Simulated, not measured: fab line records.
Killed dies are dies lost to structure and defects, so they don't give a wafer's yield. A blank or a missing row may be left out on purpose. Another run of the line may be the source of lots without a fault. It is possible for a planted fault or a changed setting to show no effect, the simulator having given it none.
The tool behind it: which one?    flow n5_finfet    30 wafers from 10 lots sampled at 4 of the route's 1938 steps

== WHAT THE GAUGES SHOWED, per wafer ==
N5_BEOL_M7_INSPECT_13: inspects for defects (brightfield).
lot   measured      on                 raw_defect_count
L434  day 9 02:44   defect_inspect-02  336 421 403
L436  day 9 13:01   defect_inspect-01  330 485 504
L435  day 9 15:44   defect_inspect-01  406 342 550
L439  day 10 13:56  defect_inspect-01  502 413 339
L444  day 11 20:04  defect_inspect-01  310 1646 344
L445  day 11 23:34  defect_inspect-01  457 1717 423
L447  day 12 18:19  defect_inspect-01  263 334 333
L452  day 13 23:32  defect_inspect-02  355 404 408
L455  day 14 08:17  defect_inspect-01  536 356 484
L456  day 14 19:25  defect_inspect-01  364 470 253

== TOOL THAT RAN EACH LOT (tool first, then ch and the chambers of the sampled wafers, then the start) ==
lot   N5_BEOL_M6_ANNEAL_51              N5_BEOL_M7_CURE_74             N5_BEOL_M7_PECVD_70
L434  rtp_anneal-02 ch 0, day 9 00:05   uv_cure-03 ch 2, day 9 00:58   pecvd-02 ch 0,2, day 9 01:31
L436  rtp_anneal-02 ch 0, day 9 09:54   uv_cure-03 ch 1, day 9 11:11   pecvd-03 ch 0,1,2, day 9 11:44
L435  rtp_anneal-01 ch 0, day 9 12:07   uv_cure-03 ch 2, day 9 13:00   pecvd-03 ch 0,1, day 9 13:33
L439  rtp_anneal-01 ch 0, day 10 09:38  uv_cure-03 ch 0, day 10 10:48  pecvd-02 ch 0,1, day 10 11:21
L444  rtp_anneal-01 ch 0, day 11 17:25  uv_cure-03 ch 2, day 11 18:24  pecvd-02 ch 0,1,2, day 11 19:16
L445  rtp_anneal-01 ch 0, day 11 20:40  uv_cure-01 ch 0, day 11 21:32  pecvd-02 ch 0,2, day 11 22:05
L447  rtp_anneal-01 ch 0, day 12 15:45  uv_cure-02 ch 1, day 12 16:38  pecvd-03 ch 2, day 12 17:40
L452  rtp_anneal-02 ch 0, day 13 18:53  uv_cure-01 ch 1, day 13 19:46  pecvd-03 ch 1,2, day 13 20:19
L455  rtp_anneal-01 ch 0, day 14 05:33  uv_cure-03 ch 2, day 14 06:52  pecvd-04 ch 0,2, day 14 07:25
L456  rtp_anneal-01 ch 0, day 14 15:22  uv_cure-02 ch 2, day 14 16:23  pecvd-03 ch 1,2, day 14 16:46
- N5_BEOL_M6_ANNEAL_51: time 90 s.
- N5_BEOL_M7_CURE_74: cures SiCOH lowk, time 240 s.
- N5_BEOL_M7_PECVD_70: deposits SiO2 from TEOS/O2, target thk 20 nm, time 22.7 s.

== AS READ BY THE TOOLS THEMSELVES (means over the sampled wafers that have a number; for cases with no such wafer, the mark the record gives instead) ==
N5_BEOL_M6_ANNEAL_51.
lot   tool           wafer_temp_C_max
L434  rtp_anneal-02  226.5
L436  rtp_anneal-02  226.2
L435  rtp_anneal-01  226.7
L439  rtp_anneal-01  226.5
L444  rtp_anneal-01  226.7
L445  rtp_anneal-01  226.3
L447  rtp_anneal-01  226.9
L452  rtp_anneal-02  226.6
L455  rtp_anneal-01  226.9
L456  rtp_anneal-01  227.0

N5_BEOL_M7_CURE_74.
lot   tool        lamp_power_pct (%)  wafer_temp_C_max
L434  uv_cure-03  52.32               387.3
L436  uv_cure-03  52.29               387.2
L435  uv_cure-03  52.28               387.6
L439  uv_cure-03  52.30               386.9
L444  uv_cure-03  52.32               387.4
L445  uv_cure-01  52.33               386.9
L447  uv_cure-02  52.34               387.2
L452  uv_cure-01  52.35               387.1
L455  uv_cure-03  52.33               387.1
L456  uv_cure-02  52.34               386.0

N5_BEOL_M7_PECVD_70.
lot   tool      heater_power_w (W)  showerhead_plenum_p_Torr (Torr)  throttle_valve_pct (%)
L434  pecvd-02  718                 8.80                             23.5
L436  pecvd-03  728                 8.80                             21.8
L435  pecvd-03  653                 8.78                             22.2
L439  pecvd-02  702                 8.70                             22.1
L444  pecvd-02  756                 8.74                             21.8
L445  pecvd-02  624                 8.75                             21.6
L447  pecvd-03  752                 8.83                             19.7
L452  pecvd-03  806                 8.82                             20.9
L455  pecvd-04  823                 8.72                             22.5
L456  pecvd-03  712                 8.82                             20.9

== THE ANSWER, worked out from the rows above alone ==
Rule: the lots themselves supply what counts as usual. Put in order of their means at a reading, lots are off if they are a third of the lots or fewer, leave a main group of 4 or more, and stand apart from it by a gap of 3 or more times the standard deviation of the main group's means; of several such gaps the widest counts. The tables above print the reading to a certain number of digits; a main group whose means all agree to those digits is not used. Also off: a lot with no number at a reading for which 4 or more lots have one. Any other lot the step has rows for is counted as sound. After the gauges, taken in route order, come the tools' own readings; for these a lot's mean is taken, as printed above. At the first step where some lot is off, the reading lying furthest off is the one used; lots without a number count as furthest.
Off: L444, L445, at N5_BEOL_M7_INSPECT_13 (raw_defect_count). Mean 400 and standard deviation 45 in the main group.
A tool fits if, at a process step before that reading, it ran every lot that is off, and no sound lot after the first of them. The gauges at N5_BEOL_M7_INSPECT_13 are tried like those tools. One fits: N5_BEOL_M7_PECVD_70 on pecvd-02. A fault onset in the window from L439 (day 10 11:21, its last sound lot) to L444 (day 11 19:16, its first lot off) fits.

== WHAT THE SIMULATOR HAD PUT IN ==
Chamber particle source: pecvd-02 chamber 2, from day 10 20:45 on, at N5_BEOL_M7_PECVD_70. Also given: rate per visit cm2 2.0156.
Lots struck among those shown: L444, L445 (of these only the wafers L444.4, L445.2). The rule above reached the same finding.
